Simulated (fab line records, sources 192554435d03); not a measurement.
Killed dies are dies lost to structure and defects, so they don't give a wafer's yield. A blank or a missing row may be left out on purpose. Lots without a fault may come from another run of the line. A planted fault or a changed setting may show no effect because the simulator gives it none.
fab line records | flow n5_finfet
record lots=7 wafers=39
route steps=1938 shown BEOL_M6@1239 BEOL_M7@1329 BEOL_M11@1536
start_h: hours from the record's first day to the start of the lot's first wafer shown | wait_h: hours since the lot's step before | " the same as in the row above | L1.1+2: a row that stands for several wafers | - no value, or no start given | * or withheld: withheld | < > ~ a bound
route shown NAME@n: a module of which the file shows steps, and the number in the route of the first | usual: mean/standard deviation of fault-free wafers | same: alike in all rows | chamber/n: place in a boat | sites: the reading at each site | _std_site: their standard deviation | _edge_site: outer sites' mean less inner sites' | radius_mm: how far each site lies from the wafer's centre | mask NAME#n: copy n | behind: the tool/chamber that last shaped the wafer | hold: why the lot was held/for how many hours/how that ended | device: the transistor (n, p or np) that didn't switch | end of line: the same wafers' tests at the end of the route | a step without rows: its recipe alone | killed: dies lost to structure and defects at the first sort, not the wafer's yield | map: a wafer's dies, x killed, . not, _ none there
set.NAME: the setting as run; set.NAME@STEP: as run at that earlier step | model.NAME: the simulator's own value behind a step, which no gauge read
lots whose settings were changed on purpose; a table a step, a row a wafer
## steps
# step N5_BEOL_M6_TRENCH_ETCH_37
# recipe chemistry=C4F6/O2 target_depth_a=944.35 target=SiCOH_lowk time_s=31.5 ion_energy_ev=250 pressure_mtorr=30 source_w=345 bias_w=185 Ar_flow_sccm=300 C4F6_flow_sccm=10 O2_flow_sccm=10
# columns lot.wafer tool chamber start_h wait_h set.target_depth_a model.BEOL_M6.feature_depth_nm model.etch.depth_nm model.TiN_of_BEOL_M6_HM_DEP_02.thk_nm
L077.1 rie_diel-01 3 - - 381.5 37 36.91 19.2
L077.2 " 1 " " 944.35 93.4 93.45 17.6
L077.3 " 2 " " 944.35 96.8 96.81 17.4
L077.4 " 0 " " 381.5 37.4 37.4 19.2
L077.5 " 3 " " 381.5 37 36.95 19
L077.6 " 0 " " 944.35 92.4 92.46 17.4
L080.1 rie_diel-05 2 - - 944.35 94.4 94.3 17
L080.2 " 1 " " 944.35 89.2 89.22 17
L080.3 " 3 " " 589.3 59.2 59.28 18
L080.4 " 0 " " 944.35 89 89.08 17.8
L080.5 " 0 " " 589.3 56 56.09 18.4
L080.6 " 3 " " 589.3 59 59.01 18
L086.1 rie_diel-01 2 - - 944.35 95 95.04 17.4
L086.2 " 3 " " 944.35 89.8 89.73 17.8
L086.3 " 1 " " 944.35 92.8 92.85 17.8
L086.4 " 0 " " 944.35 92 92.04 17.4
L086.5 " 3 " " 944.35 90.2 90.14 17.6
L086.6 " 2 " " 944.35 94.6 94.53 17.2
L087.1 rie_diel-05 0 - - 944.35 90.2 90.29 17.6
L087.3 " 2 " " 944.35 95.6 95.52 17.4
L087.4 " 3 " " 944.35 95.6 95.67 17
L089.1 rie_diel-05 2 - - 944.35 94.8 94.88 17.8
L089.2 " 3 " " 944.35 95 94.98 17.6
L089.3 " 1 " " 944.35 91.2 91.21 17.2
L089.4 " 0 " " 944.35 89.2 89.25 17.8
L089.5 " 2 " " 944.35 94.2 94.27 17.6
L089.6 " 3 " " 944.35 94.6 94.52 17.4
L097.1 rie_diel-05 2 - - 944.35 94.4 94.34 17.8
L097.2 " 0 " " 944.35 91 91.03 18
L097.3 " 3 " " 944.35 94.8 94.76 17.6
L097.4 " 0 " " 944.35 90.6 90.68 17.8
L097.5 " 2 " " 944.35 94.6 94.57 17.8
L097.6 " 3 " " 944.35 96 95.99 17.8
L096.1 rie_diel-01 0 - - 944.35 97.8 97.86 17.4
L096.2 " 3 " " 1256 121 121.1 16.4
L096.3 " 3 " " 944.35 91.6 91.5 17.2
L096.4 " 0 " " 1256 130 130 16
L096.5 " 3 " " 1256 122.2 122.2 16.4
L096.6 " 0 " " 944.35 97.2 97.21 17
# step N5_BEOL_M6_ETCH_41
# recipe chemistry=CH3F/O2 target=SiCN target_depth_a=297 taper_deg=2 time_s=52 ion_energy_ev=120 mask_material=TiN pressure_mtorr=30 source_w=395 bias_w=75 Ar_flow_sccm=150 CH3F_flow_sccm=30 O2_flow_sccm=20
# step N5_BEOL_M6_STRIP_80
# recipe chemistry=N2/H2 time_s=10 power_w=450 temp_c=40 pressure_mtorr=20 rf_frequency_hz=6e+07 bias_power_w=7 n2_flow_sccm=200 h2_flow_sccm=200
# step N5_BEOL_M6_OCD_MEAS_38
# usual trench_depth_nm=93.2/2.1
# columns lot.wafer tool chamber start_h wait_h set.target_depth_a@BEOL_M6_TRENCH_ETCH_37 trench_depth_nm
L077.1 ocd-02 - 206.62 - 381.5 36.5
L077.2 " - " " 944.35 93.5
L077.3 " - " " 944.35 96.5
L077.4 " - " " 381.5 36.9
L077.5 " - " " 381.5 37.5
L077.6 " - " " 944.35 92.7
L080.1 ocd-02 - 217.09 - 944.35 94.0
L080.2 " - " " 944.35 89.7
L080.3 " - " " 589.3 59.4
L080.4 " - " " 944.35 89.2
L080.5 " - " " 589.3 56.5
L080.6 " - " " 589.3 59.3
L086.1 ocd-02 - 265.33 - 944.35 94.5
L086.2 " - " " 944.35 89.7
L086.3 " - " " 944.35 92.6
L086.4 " - " " 944.35 92.3
L086.5 " - " " 944.35 90.1
L086.6 " - " " 944.35 94.7
L087.1 ocd-01 - 273.97 - 944.35 90.4
L087.3 " - " " 944.35 95.6
L087.4 " - " " 944.35 95.3
L089.1 ocd-01 - 293.25 - 944.35 95.2
L089.2 " - " " 944.35 95.1
L089.3 " - " " 944.35 91.2
L089.4 " - " " 944.35 89.4
L089.5 " - " " 944.35 94.3
L089.6 " - " " 944.35 94.6
L097.1 ocd-02 - 336.69 - 944.35 94.0
L097.2 " - " " 944.35 91.2
L097.3 " - " " 944.35 94.9
L097.4 " - " " 944.35 90.3
L097.5 " - " " 944.35 94.7
L097.6 " - " " 944.35 95.6
L096.1 ocd-02 - 341.68 - 944.35 97.6
L096.2 " - " " 1256 120.8
L096.3 " - " " 944.35 92.2
L096.4 " - " " 1256 129.5
L096.5 " - " " 1256 121.7
L096.6 " - " " 944.35 97.2
# step N5_BEOL_M6_HM_STRIP_39
# recipe chemistry=peroxide_tin_strip material=TiN target_depth_a=250 temp_c=50 time_s=158
# step N5_BEOL_M6_SRD_40
# recipe time_s=30 temp_c=23 rinse_liquid=diw dry=ipa_marangoni
# step N5_BEOL_M6_ECD_50
# recipe material=Cu target_thk_a=3000
# step N5_BEOL_M6_ANNEAL_51
# recipe temp_c=225 time_s=90 ambient=N2
# step N5_BEOL_M6_CMP_52
# recipe stop_on=SiCOH_lowk t_overpolish_s=6.9 down_force_psi=1 platen_rpm=50 clearing_platen_down_force_psi=1.5 clearing_platen_rpm=50 post_cmp_clean=cu_alkaline target_thk_nm=80 clearing_platen_pad_velocity_m_s=0.99484 pad_velocity_m_s=0.99484
# columns lot.wafer tool chamber start_h wait_h set.target_depth_a@BEOL_M6_TRENCH_ETCH_37 model.Cu_of_BEOL_M6_ECD_50.thk_nm
L077.2 cmp-01 1 209.53 0.2 944.35 78.6
L077.1 " 2 " " 381.5 22.8
L077.3 " 3 " " 944.35 82.4
L077.4 " 0 " " 381.5 19.2
L077.5 " 1 " " 381.5 22.6
L077.6 " 2 " " 944.35 77.8
L080.4 cmp-03 1 219.39 0.1 944.35 73.2
L080.1 " 2 " " 944.35 80
L080.3 " 3 " " 589.3 43.6
L080.2 " 0 " " 944.35 75.6
L080.6 " 1 " " 589.3 42.6
L080.5 " 2 " " 589.3 41
L086.2 cmp-03 2 271.94 0.2 944.35 75.6
L086.4 " 3 " " 944.35 79
L086.1 " 0 " " 944.35 82.8
L086.3 " 1 " " 944.35 78.2
L086.6 " 2 " " 944.35 81.2
L086.5 " 3 " " 944.35 77.2
L087.3 cmp-02 3 280.61 0.2 944.35 80.4
L087.1 " 1 " " 944.35 74
L087.4 " 2 " " 944.35 80.6
L089.1 cmp-02 0 298.19 0.3 944.35 78.2
L089.2 " 1 " " 944.35 78.8
L089.4 " 2 " " 944.35 75.6
L089.3 " 3 " " 944.35 76.6
L089.5 " 0 " " 944.35 76.8
L089.6 " 1 " " 944.35 78
L097.3 cmp-03 1 338.86 0.3 944.35 78.6
L097.2 " 2 " " 944.35 76.6
L097.4 " 3 " " 944.35 75.6
L097.1 " 0 " " 944.35 80.8
L097.5 " 1 " " 944.35 79.2
L097.6 " 2 " " 944.35 81.2
L096.3 cmp-01 2 343.47 0.2 944.35 76.4
L096.4 " 3 " " 1256 114.8
L096.1 " 0 " " 944.35 79
L096.2 " 1 " " 1256 105.6
L096.6 " 2 " " 944.35 81.2
L096.5 " 3 " " 1256 105.8
# step N5_BEOL_M6_THK_MEAS_53
# recipe thk_meas_gauge=xrf reads=Cu_of_BEOL_M6_ECD_50
# usual M6_THK=78.3/2.6
# columns lot.wafer tool chamber start_h wait_h set.target_depth_a@BEOL_M6_TRENCH_ETCH_37 M6_THK[nm]
L077.1 film_metro-02 - 209.83 - 381.5 23.0
L077.2 " - " " 944.35 78.2
L077.3 " - " " 944.35 81.6
L077.4 " - " " 381.5 19.3
L077.5 " - " " 381.5 22.5
L077.6 " - " " 944.35 77.3
L080.1 film_metro-01 - 219.69 - 944.35 80.0
L080.2 " - " " 944.35 75.8
L080.3 " - " " 589.3 43.6
L080.4 " - " " 944.35 73.2
L080.5 " - " " 589.3 41.0
L080.6 " - " " 589.3 42.7
L086.1 film_metro-02 - 272.23 - 944.35 83.1
L086.2 " - " " 944.35 75.7
L086.3 " - " " 944.35 78.1
L086.4 " - " " 944.35 78.8
L086.5 " - " " 944.35 77.3
L086.6 " - " " 944.35 81.5
L087.1 film_metro-02 - 280.90 - 944.35 75.0
L087.3 " - " " 944.35 81.0
L087.4 " - " " 944.35 81.1
L089.1 film_metro-02 - 298.48 - 944.35 78.6
L089.2 " - " " 944.35 79.1
L089.3 " - " " 944.35 77.0
L089.4 " - " " 944.35 76.0
L089.5 " - " " 944.35 77.4
L089.6 " - " " 944.35 78.4
L097.1 film_metro-02 - 339.16 - 944.35 80.9
L097.2 " - " " 944.35 77.0
L097.3 " - " " 944.35 79.2
L097.4 " - " " 944.35 75.9
L097.5 " - " " 944.35 79.8
L097.6 " - " " 944.35 81.5
L096.1 film_metro-02 - 343.76 - 944.35 79.5
L096.2 " - " " 1256 106.2
L096.3 " - " " 944.35 76.9
L096.4 " - " " 1256 115.6
L096.5 " - " " 1256 106.6
L096.6 " - " " 944.35 81.5
# step N5_BEOL_M7_DEP_56
# recipe material=SiCN target_thk_a=100 temp_c=withheld precursor=3MS/NH3 pressure_torr=3 rf_w=202 time_s=17.5
# columns lot.wafer tool chamber start_h wait_h set.time_s model.SiCN_of_BEOL_M7_DEP_56.thk_nm
L077.1+2 pecvd-01 0,1 218.15 0.0 17.5 10
L077.3+4 " 2 " " 27.36 15.2
L077.5 " 1 " " 27.36 15.6
L077.6 " 0 " " 17.5 10.2
L080.1 pecvd-01 1 227.51 0.0 27.72 15.4
L080.2 " 0 " " 27.72 15.6
L080.3 " 2 " " 17.5 9.6
L080.4+6 " 1,0 " " 17.5 10.2
L080.5 " 2 " " 27.72 15.8
L086.1 pecvd-01 0 282.06 0.0 21.97 12.4
L086.2 " 1 " " 17.5 10
L086.3 " 2 " " 21.97 12
L086.4 " 1 " " 21.97 12.8
L086.5 " 0 " " 17.5 10.2
L086.6 " 2 " " 17.5 9.6
L087.1 pecvd-04 2 290.48 0.0 17.5 9.8
L087.3 " 1 " " 17.5 10
L087.4 " 1 " " 17.5 10.2
L089.1 pecvd-04 2 312.64 0.0 17.5 10
L089.2+6 " 0,2 " " 26.82 15.2
L089.3+5 " 1,0 " " 17.5 10.2
L089.4 " 1 " " 26.82 15.6
L097.1+2 pecvd-02 1,2 346.30 0.0 17.5 9.6
L097.3+6 " 1 " " 27.89 15.6
L097.4 " 2 " " 17.5 9.8
L097.5 " 2 " " 27.89 15.4
L096.1+6 pecvd-02 0,2 352.05 0.0 14.1 7.6
L096.2+5 " 2,1 " " 17.5 9.8
L096.3 " 1 " " 17.5 9.6
L096.4 " 0 " " 14.1 7.8
# step N5_BEOL_M11_ILD_DEP_00
# recipe material=SiCOH_lowk target_thk_a=3085.1 temp_c=300 precursor=DEMS/porogen pressure_torr=5 rf_w=500 time_s=58
# columns lot.wafer tool chamber start_h wait_h set.time_s model.SiCOH_lowk_of_BEOL_M11_ILD_DEP_00.thk_nm
L077.1 pecvd-01 1 242.39 0.0 58 305.6
L077.2 " 2 " " 58 313.2
L077.3 " 0 " " 58 309.6
L077.4 " 2 " " 75.58 407
L077.5 " 1 " " 75.58 404.2
L077.6 " 0 " " 75.58 404.4
L080.1 pecvd-04 2 253.24 0.0 37.88 198
L080.2 " 0 " " 58 305.4
L080.3 " 1 " " 37.88 207.6
L080.4 " 0 " " 37.88 201.6
L080.5 " 1 " " 58 312.6
L080.6 " 2 " " 58 306.8
L086.1 pecvd-04 0 312.32 0.0 58 306.4
L086.2 " 2 " " 58 307.6
L086.3 " 1 " " 58 304.6
L086.4 " 2 " " 58 315.8
L086.5 " 0 " " 58 313.2
L086.6 " 1 " " 58 312.6
L087.1 pecvd-04 1 321.23 0.0 58 304.6
L087.3 " 0 " " 58 303
L087.4 " 2 " " 58 309.4
L089.1 pecvd-04 0 339.13 0.0 74.1 387.2
L089.2 " 2 " " 58 305.4
L089.3 " 1 " " 74.1 388
L089.4 " 0 " " 58 308.2
L089.5 " 1 " " 58 310.2
L089.6 " 2 " " 74.1 397.4
L097.1 pecvd-01 0 376.06 0.0 58 303.8
L097.2 " 1 " " 80.39 415.4
L097.3 " 2 " " 58 301.6
L097.4 " 2 " " 80.39 428
L097.5 " 1 " " 58 302.4
L097.6 " 0 " " 80.39 424.8
L096.1 pecvd-01 1 379.91 0.0 58 304.4
L096.2 " 0 " " 58 307.2
L096.3 " 2 " " 86.11 454.6
L096.4 " 2 " " 86.11 462.4
L096.5 " 0 " " 58 313.8
L096.6 " 1 " " 86.11 456.8
# step N5_BEOL_M11_CURE_71
# recipe temp_c=385 time_s=240 ambient=He/Ar material=SiCOH_lowk
# columns lot.wafer tool chamber start_h wait_h set.time_s@BEOL_M11_ILD_DEP_00 model.SiCOH_lowk_of_BEOL_M11_ILD_DEP_00.thk_nm
L077.1 uv_cure-03 2 242.47 0.0 58 265.4
L077.2 " 2 " " 58 272.2
L077.3 " 2 " " 58 268.8
L077.4 " 2 " " 75.58 355.4
L077.5 " 2 " " 75.58 353
L077.6 " 2 " " 75.58 353.2
L080.1 uv_cure-01 1 253.31 0.0 37.88 170.8
L080.2 " 1 " " 58 265.2
L080.3 " 1 " " 37.88 179.2
L080.4 " 1 " " 37.88 174.2
L080.5 " 1 " " 58 271.6
L080.6 " 1 " " 58 266.6
L086.1 uv_cure-01 2 312.40 0.0 58 266
L086.2 " 2 " " 58 267.2
L086.3 " 2 " " 58 264.4
L086.4 " 2 " " 58 274.6
L086.5 " 2 " " 58 272.2
L086.6 " 2 " " 58 271.6
L087.1 uv_cure-03 1 321.30 0.0 58 264.6
L087.3 " 1 " " 58 263.2
L087.4 " 1 " " 58 268.8
L089.1 uv_cure-03 0 339.22 0.1 74.1 338
L089.2 " 0 " " 58 265.2
L089.3 " 0 " " 74.1 338.6
L089.4 " 0 " " 58 267.8
L089.5 " 0 " " 58 269.6
L089.6 " 0 " " 74.1 347
L097.1 uv_cure-03 1 376.14 0.0 58 263.8
L097.2 " 1 " " 80.39 363
L097.3 " 1 " " 58 262
L097.4 " 1 " " 80.39 374.4
L097.5 " 1 " " 58 262.6
L097.6 " 1 " " 80.39 371.4
L096.1 uv_cure-03 0 380.13 0.2 58 264.4
L096.2 " 0 " " 58 266.8
L096.3 " 0 " " 86.11 398.2
L096.4 " 0 " " 86.11 405
L096.5 " 0 " " 58 272.6
L096.6 " 0 " " 86.11 400
# step N5_BEOL_M11_THK_MEAS_01
# recipe reads=SiCOH_lowk_of_BEOL_M11_ILD_DEP_00
# usual M11_ILD_THK=268/3.9
# columns lot.wafer tool chamber start_h wait_h set.time_s@BEOL_M11_ILD_DEP_00 M11_ILD_THK[nm]
L077.1 film_metro-02 - 243.47 0.8 58 265
L077.2 " - " " 58 272
L077.3 " - " " 58 269
L077.4 " - " " 75.58 355
L077.5 " - " " 75.58 353
L077.6 " - " " 75.58 353
L080.1 film_metro-02 - 253.83 0.4 37.88 171
L080.2 " - " " 58 265
L080.3 " - " " 37.88 179
L080.4 " - " " 37.88 174
L080.5 " - " " 58 271
L080.6 " - " " 58 267
L086.1 film_metro-02 - 312.91 0.4 58 266
L086.2 " - " " 58 267
L086.3 " - " " 58 265
L086.4 " - " " 58 274
L086.5 " - " " 58 272
L086.6 " - " " 58 271
L087.1 film_metro-02 - 321.82 0.4 58 264
L087.3 " - " " 58 263
L087.4 " - " " 58 269
L089.1 film_metro-01 - 339.73 0.4 74.1 338
L089.2 " - " " 58 265
L089.3 " - " " 74.1 339
L089.4 " - " " 58 268
L089.5 " - " " 58 270
L089.6 " - " " 74.1 347
L097.1 film_metro-02 - 376.65 0.4 58 264
L097.2 " - " " 80.39 363
L097.3 " - " " 58 262
L097.4 " - " " 80.39 374
L097.5 " - " " 58 263
L097.6 " - " " 80.39 371
L096.1 film_metro-02 - 381.12 0.8 58 264
L096.2 " - " " 58 267
L096.3 " - " " 86.11 398
L096.4 " - " " 86.11 405
L096.5 " - " " 58 273
L096.6 " - " " 86.11 400
## key
split step=N5_BEOL_M6_TRENCH_ETCH_37 setting=target_depth_a stated=944.35 by=wafer
response step=N5_BEOL_M6_TRENCH_ETCH_37 reading=model.BEOL_M6.feature_depth_nm change=+0.923 per=1% r=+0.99
response step=N5_BEOL_M6_TRENCH_ETCH_37 reading=model.etch.depth_nm change=+0.923 per=1% r=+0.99
response step=N5_BEOL_M6_TRENCH_ETCH_37 reading=model.TiN_of_BEOL_M6_HM_DEP_02.thk_nm change=-0.0269 per=1% r=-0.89
response step=N5_BEOL_M6_OCD_MEAS_38 reading=trench_depth_nm change=+0.92 per=1% r=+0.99
response step=N5_BEOL_M6_CMP_52 reading=model.Cu_of_BEOL_M6_ECD_50.thk_nm change=+0.945 per=1% r=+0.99
response step=N5_BEOL_M6_THK_MEAS_53 reading=M6_THK change=+0.94 per=1% r=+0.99
split step=N5_BEOL_M7_DEP_56 setting=time_s stated=17.5 by=wafer
response step=N5_BEOL_M7_DEP_56 reading=model.SiCN_of_BEOL_M7_DEP_56.thk_nm change=+0.0967 per=1% r=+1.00
split step=N5_BEOL_M11_ILD_DEP_00 setting=time_s stated=58 by=wafer
response step=N5_BEOL_M11_ILD_DEP_00 reading=model.SiCOH_lowk_of_BEOL_M11_ILD_DEP_00.thk_nm change=+3.08 per=1% r=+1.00
response step=N5_BEOL_M11_CURE_71 reading=model.SiCOH_lowk_of_BEOL_M11_ILD_DEP_00.thk_nm change=+2.74 per=1% r=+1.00
response step=N5_BEOL_M11_THK_MEAS_01 reading=M11_ILD_THK change=+2.74 per=1% r=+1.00
